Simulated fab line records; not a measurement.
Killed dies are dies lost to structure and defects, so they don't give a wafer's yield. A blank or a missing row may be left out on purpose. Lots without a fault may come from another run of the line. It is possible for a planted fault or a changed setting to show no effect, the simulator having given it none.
fab line records	flow nand_harc
record lots=12	wafers=36	last_day=22
route steps=1159 shown P_M0@274 END@1159
lots that met no fault: from a run of the same line without faults
start_h: start of the lot's first displayed wafer, in hours after the record's first day	wait_h: hours since the lot's step before	" same as the row above	L1.1+2: several wafers, shown together as one row	- value missing, or start not given	* or withheld: withheld	< > ~ a bound
route shown NAME@n: names a module that has steps shown in the file, with the first one's number in the route	usual: mean and standard deviation over wafers with no fault	same: alike in all rows	chamber/n: place in a boat	sites: per-site readings	_std_site: the standard deviation of these	_edge_site: outer sites' mean less inner sites'	radius_mm: for every site, how far away it sits from the centre of the wafer	mask NAME#n: copy n	behind: the tool/chamber that last shaped the wafer	hold: cause of the lot's hold/its duration in hours/its outcome	device: transistor that didn't switch, given as n, p or np	end of line: the route-end tests of the same wafers	a step given without rows: its recipe and nothing more	killed: the dies lost at the first sort to structure and to defects; this is not the yield of the wafer	map: a wafer's dies, x killed, . not, _ none there
set.NAME: setting as actually run; set.NAME@STEP: the setting as run at that earlier step	model.NAME: the simulator's own value behind a step, which no gauge read
steps of the route over a sample of lots; a table a step, a row a wafer
services: from which hour (start_h, from the record's first day; less than 0 if before it) a tool's chamber was out of use, for how many hours, and why
## steps
# step NHARC_P_M0_PVD_20
# recipe target_thk_a=50	bias_v=168.6	power_w=15000	chamber_pressure_pa=0.12	time_s=8.06	substrate_temp_c=50	material=TaN
# usual throttle_valve_pct=30.3/1
lot.wafer	tool	chamber	start_h	wait_h	throttle_valve_pct
L754.1	pvd_sputter-03	-	-	-	29.7
L754.2	"	-	"	"	29.1
L754.5	"	-	"	"	29.7
L755.1	pvd_sputter-01	-	-	-	30.3
L755.2	"	-	"	"	29.5
L755.4	"	-	"	"	31.4
L756.1	pvd_sputter-02	-	-	-	30.1
L756.6	"	-	"	"	31.5
L756.5	"	-	"	"	30.1
L757.3	pvd_sputter-02	-	-	-	30.0
L757.1	"	-	"	"	31.2
L757.6	"	-	"	"	31.6
L759.1	pvd_sputter-02	-	-	-	31.2
L759.4	"	-	"	"	30.3
L759.6	"	-	"	"	31.6
L761.3	pvd_sputter-01	-	-	-	31.7
L761.4	"	-	"	"	28.0
L761.2	"	-	"	"	29.8
L762.2	pvd_sputter-03	-	-	-	30.9
L762.3	"	-	"	"	29.9
L762.5	"	-	"	"	29.6
L760.1	pvd_sputter-02	-	-	-	31.6
L760.6	"	-	"	"	31.2
L760.5	"	-	"	"	31.6
L764.4	pvd_sputter-03	-	-	-	29.6
L764.1	"	-	"	"	30.8
L764.6	"	-	"	"	30.1
L765.3	pvd_sputter-01	-	-	-	27.3
L765.2	"	-	"	"	30.7
L765.6	"	-	"	"	30.4
L767.1	pvd_sputter-01	-	-	-	30.6
L767.3	"	-	"	"	30.5
L767.5	"	-	"	"	31.3
L769.1	pvd_sputter-03	-	-	-	29.8
L769.3	"	-	"	"	30.6
L769.6	"	-	"	"	29.7
# step NHARC_P_M0_ECD_22
# recipe target_thk_a=4000	bath_temp_c=25	material=Cu
lot.wafer	tool	chamber	start_h	wait_h
L754.2+1+5	ecd_cu-02	1,0,1	129.06	-
L755.1+2+4	ecd_cu-01	1,0,1	129.69	-
L756.1+6+5	ecd_cu-01	0,1,0	134.96	-
L757.1+3+6	ecd_cu-01	1,1,0	135.58	-
L759.1+4+6	ecd_cu-02	0,1,1	143.35	-
L761.2+4+3	ecd_cu-02	0,0,1	158.27	-
L762.2+3+5	ecd_cu-01	0,0,1	158.75	-
L760.1+6+5	ecd_cu-02	0,1,0	159.19	-
L764.1+4+6	ecd_cu-02	0,1,1	171.91	-
L765.2+3+6	ecd_cu-01	0,0,1	196.00	-
L767.1+3+5	ecd_cu-02	0,1,1	197.81	-
L769.1+3+6	ecd_cu-02	1,0,0	214.63	-
# step NHARC_P_M0_ANNEAL_30
# recipe temp_c=225	time_s=90
# usual anneal_temp_c=225.01/0.16	wafer_temp_C_max=226.5/0.45
lot.wafer	tool	chamber	start_h	wait_h	anneal_temp_c	wafer_temp_C_max
L754.1	rtp_anneal-01	0	129.46	-	225.24	226.2
L754.2	"	0	"	"	225.33	226.9
L754.5	"	0	"	"	225.36	227.1
L755.1	rtp_anneal-02	0	130.06	0.3	225.09	226.3
L755.2	"	0	"	"	225.09	226.2
L755.4	"	0	"	"	225.16	226.3
L756.1	rtp_anneal-01	0	135.29	0.3	224.98	226.7
L756.5	"	0	"	"	224.88	226.8
L756.6	"	0	"	"	224.94	226.7
L757.1	rtp_anneal-01	0	135.90	-	225.09	226.7
L757.3	"	0	"	"	224.88	227.4
L757.6	"	0	"	"	224.78	227.1
L759.1	rtp_anneal-01	0	143.72	0.3	224.72	226.5
L759.4	"	0	"	"	225.06	226.0
L759.6	"	0	"	"	224.82	227.0
L761.2	rtp_anneal-02	0	158.75	-	225.05	226.0
L761.3	"	0	"	"	225.36	225.8
L761.4	"	0	"	"	225.23	226.1
L762.2	rtp_anneal-01	0	159.18	-	224.89	227.2
L762.3	"	0	"	"	224.85	227.0
L762.5	"	0	"	"	225.10	227.2
L760.1	rtp_anneal-02	0	159.53	-	224.96	226.0
L760.5	"	0	"	"	225.02	225.8
L760.6	"	0	"	"	225.10	226.1
L764.1	rtp_anneal-01	0	172.28	-	224.82	227.3
L764.4	"	0	"	"	225.01	226.2
L764.6	"	0	"	"	225.01	225.9
L765.2	rtp_anneal-01	0	196.43	0.4	224.91	226.4
L765.3	"	0	"	"	225.18	226.9
L765.6	"	0	"	"	225.03	226.8
L767.1	rtp_anneal-02	0	198.13	-	225.12	226.4
L767.3	"	0	"	"	224.99	226.0
L767.5	"	0	"	"	224.95	226.1
L769.1	rtp_anneal-02	0	214.96	0.3	225.50	226.0
L769.3	"	0	"	"	224.77	226.0
L769.6	"	0	"	"	224.75	225.9
# step NHARC_P_M0_CMP_23
# recipe t_overpolish_s=20	target_thk_nm=117.53
# usual motor_current_A=12.5/1.1	time_to_endpoint_s=29.3/2.5
# same t_overpolish_s=20
lot.wafer	tool	chamber	start_h	wait_h	motor_current_A	time_to_endpoint_s
L754.1	cmp-03	0	129.85	-	12.4	28.0
L754.2	"	1	"	"	12.0	29.7
L754.5	"	3	"	"	13.7	35.2
L755.2	cmp-01	3	130.41	-	10.8	27.4
L755.4	"	0	"	"	14.9	29.7
L755.1	"	1	"	"	11.9	29.8
L756.1	cmp-02	0	135.71	-	12.1	24.6
L756.6	"	1	"	"	14.1	23.8
L756.5	"	2	"	"	12.5	25.4
L757.1	cmp-03	3	136.31	-	13.5	31.3
L757.3	"	0	"	"	12.6	29.0
L757.6	"	1	"	"	12.4	28.0
L759.1	cmp-02	3	144.07	-	12.6	29.6
L759.4	"	2	"	"	12.0	31.5
L759.6	"	3	"	"	12.0	29.9
L761.4	cmp-02	1	159.33	-	14.4	28.8
L761.2	"	2	"	"	11.8	32.2
L761.3	"	3	"	"	12.8	29.2
L762.3	cmp-01	3	159.53	-	10.5	26.4
L762.2	"	0	"	"	14.8	27.5
L762.5	"	2	"	"	11.8	26.8
L760.1	cmp-03	3	160.24	-	13.6	28.1
L760.6	"	1	"	"	12.3	28.2
L760.5	"	2	"	"	13.0	32.9
L764.4	cmp-03	0	172.62	-	12.4	27.5
L764.1	"	1	"	"	12.3	30.6
L764.6	"	1	"	"	11.6	30.3
L765.2	cmp-03	2	196.72	-	12.8	31.8
L765.3	"	0	"	"	12.2	27.4
L765.6	"	3	"	"	14.2	29.8
L767.1	cmp-02	2	198.53	-	12.3	13.5
L767.3	"	3	"	"	12.5	31.4
L767.5	"	1	"	"	14.8	12.1
L769.3	cmp-01	1	215.31	-	12.1	31.7
L769.1	"	0	"	"	14.9	12.6
L769.6	"	1	"	"	12.3	31.9
# step NHARC_P_M0_PRE_CLEAN_31
# recipe time_s=12	temp_c=370	rf_power_w=300	gas=NH3
# usual heater_power_w=639/87	rf_fwd_power_W=292.7/0.89
lot.wafer	tool	chamber	start_h	wait_h	heater_power_w	rf_fwd_power_W
L754.1	pecvd-04	1	130.38	0.1	660	292.7
L754.2	"	2	"	"	636	293.0
L754.5	"	1	"	"	634	291.4
L755.2	pecvd-04	0	130.95	0.1	637	293.3
L755.1	"	1	"	"	676	291.5
L755.4	"	0	"	"	646	293.5
L756.1	pecvd-02	1	136.18	0.1	635	293.2
L756.6	"	1	"	"	619	293.5
L756.5	"	2	"	"	800	293.4
L757.3	pecvd-02	0	136.88	0.2	484	291.7
L757.1	"	1	"	"	648	293.3
L757.6	"	2	"	"	711	293.3
L759.1	pecvd-01	2	144.61	0.1	671	291.9
L759.6	"	0	"	"	556	292.9
L759.4	"	1	"	"	613	294.6
L761.3	pecvd-04	2	159.97	0.2	536	293.3
L761.2	"	0	"	"	736	293.6
L761.4	"	1	"	"	658	292.1
L762.2	pecvd-01	0	160.02	0.1	644	292.1
L762.3	"	1	"	"	648	291.7
L762.5	"	0	"	"	669	292.0
L760.1	pecvd-04	2	160.72	0.1	605	291.8
L760.5	"	0	"	"	736	291.6
L760.6	"	1	"	"	669	294.6
L764.1	pecvd-02	0	173.18	0.1	454	293.4
L764.6	"	0	"	"	464	291.1
L764.4	"	1	"	"	577	293.4
L765.3	pecvd-02	2	197.27	0.1	725	292.7
L765.2	"	0	"	"	529	292.9
L765.6	"	1	"	"	629	292.6
L767.3	pecvd-02	1	199.24	0.3	597	293.2
L767.1	"	0	"	"	489	291.6
L767.5	"	2	"	"	790	293.1
L769.1	pecvd-04	1	215.85	0.1	688	291.9
L769.3	"	0	"	"	748	293.1
L769.6	"	1	"	"	705	291.9
# step NHARC_END_SORT_01
# recipe temp_c=25
# usual defect_limited_yield=95.3/1.3	killed_at_array=28/8.6	killed_at_other=0.7/1.2	killed_at_periphery=3.1/2.3	killed_dies=32/8.7	killed_open=3.2/1.7	killed_short=2.0/1.5	sort_bin_2_pct=1.5/0.58	sort_bin_3_pct=0.28/0.22	sort_bin_4_pct=3.0/0.86	sort_n_pass=645/8.7	sort_rim_yield_pct=97.8/1.4	sort_yield_pct=95.3/1.3
# same gross_dies=677	sort_bin_5_pct[%]=0	sort_bin_6_pct[%]=0	sort_bin_7_pct[%]=0	sort_bin_8_pct[%]=0	sort_rim_n_gross=106.00
lot.wafer	tool	chamber	start_h	wait_h	defect_limited_yield[%]	killed_at_array	killed_at_other	killed_at_periphery	killed_dies	killed_open	killed_short	sort_bin_2_pct[%]	sort_bin_3_pct[%]	sort_bin_4_pct[%]	sort_n_pass	sort_rim_yield_pct[%]	sort_yield_pct[%]
L760.5	prober-02	0	496.13	3.7	95.6	25	1	4	30	7	1	1.3	0.15	3.0	647	97.2	95.6
L760.6	prober-02	0	496.93	4.0	95.0	32	0	2	34	5	2	2.4	0.30	2.4	643	97.2	95.0
L765.6	prober-01	0	512.61	4.0	92.5	48	0	3	51	2	3	2.8	0.74	4.0	626	98.1	92.5
# killed by level:class
L760.5 A_SLIT:chamber_film_flake=16 A_CONTACT:chamber_film_flake=4 P_CONTACT:geometric_particle:open=3 A_CHANNEL_HOLE_D1:chamber_film_flake=2 P_GATE:geometric_particle:open=1 A_ONON_D1:geometric_particle:open=1 A_CHANNEL_FILL_D1:geometric_particle:short=1 A_SGD_CUT:geometric_particle:open=1
L760.6 A_SLIT:chamber_film_flake=11 A_STAIRCASE:chamber_film_flake=5 A_CONTACT:chamber_film_flake=5 A_CHANNEL_HOLE_D1:chamber_film_flake=3 A_WL_FILL:geometric_particle:open=2 A_CHANNEL_FILL_D1:chamber_film_flake=2 P_CONTACT:geometric_particle:open=1 A_CHANNEL_FILL_D1:geometric_particle:open=1
L765.6 A_CHANNEL_HOLE_D1:chamber_film_flake=19 A_SLIT:chamber_film_flake=15 A_WL_FILL:chamber_film_flake=5 A_SGD_CUT:chamber_film_flake=3 A_CHANNEL_FILL_D1:chamber_film_flake=2 P_ZERO_WELL:geometric_particle:short=1 P_GATE:geometric_particle:open=1 A_SOURCE_PLATE:geometric_particle:open=1
## services
tool	chamber	start_h	hours	kind
pecvd-01	-	106.23	0.7	repair
pecvd-02	-	113.05	0.7	repair
pvd_sputter-02	-	125.49	1.7	repair
cmp-02	-	128.63	4.0	pm
pvd_sputter-01	-	137.52	0.8	repair
ecd_cu-01	-	145.26	0.3	repair
pecvd-01	0	152.74	3.6	repair
pecvd-02	-	153.07	13.0	pm
pecvd-02	0	153.07	13.0	vent_cycle
pecvd-02	1	153.07	13.0	vent_cycle
pecvd-02	2	153.07	14.4	vent_cycle
cmp-03	-	156.13	4.0	pm
pvd_sputter-01	-	158.09	10.0	pm
cmp-03	-	160.13	-	consumable_replace:conditioner
cmp-01	-	179.50	4.0	pm
cmp-02	-	179.76	3.2	repair
ecd_cu-02	-	180.53	8.0	pm
cmp-03	-	186.21	4.1	repair
pvd_sputter-03	-	194.66	1.5	repair
pecvd-04	-	195.18	13.0	pm
pvd_sputter-03	-	199.85	2.3	repair
ecd_cu-02	-	200.65	2.0	repair
cmp-01	-	212.13	1.0	repair
pvd_sputter-02	-	214.00	10.0	pm
## key
first_sign step=NHARC_P_M0_CMP_23	reading=time_to_endpoint_s	direction=down	sigmas=6.7	usual=*	struck=*
effect none on later readings
met_at NHARC_P_M0_ECD_22
struck_lots L767,L769
struck_wafers L767.1,L767.5,L769.1
not_acting_at NHARC_P_M0_PVD_20,NHARC_P_M0_ANNEAL_30,NHARC_P_M0_PRE_CLEAN_31
onset_between 171.91 197.81
fault kind=process_parameter_drift	tool=ecd_cu-02	chamber=-	onset_h=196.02	steps=NHARC_P_M0_ECD_22	channel=target_thk_a	offset=*	shape=step	end_h=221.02	scope=struck_wafers_only	acts_in=*	stated=*
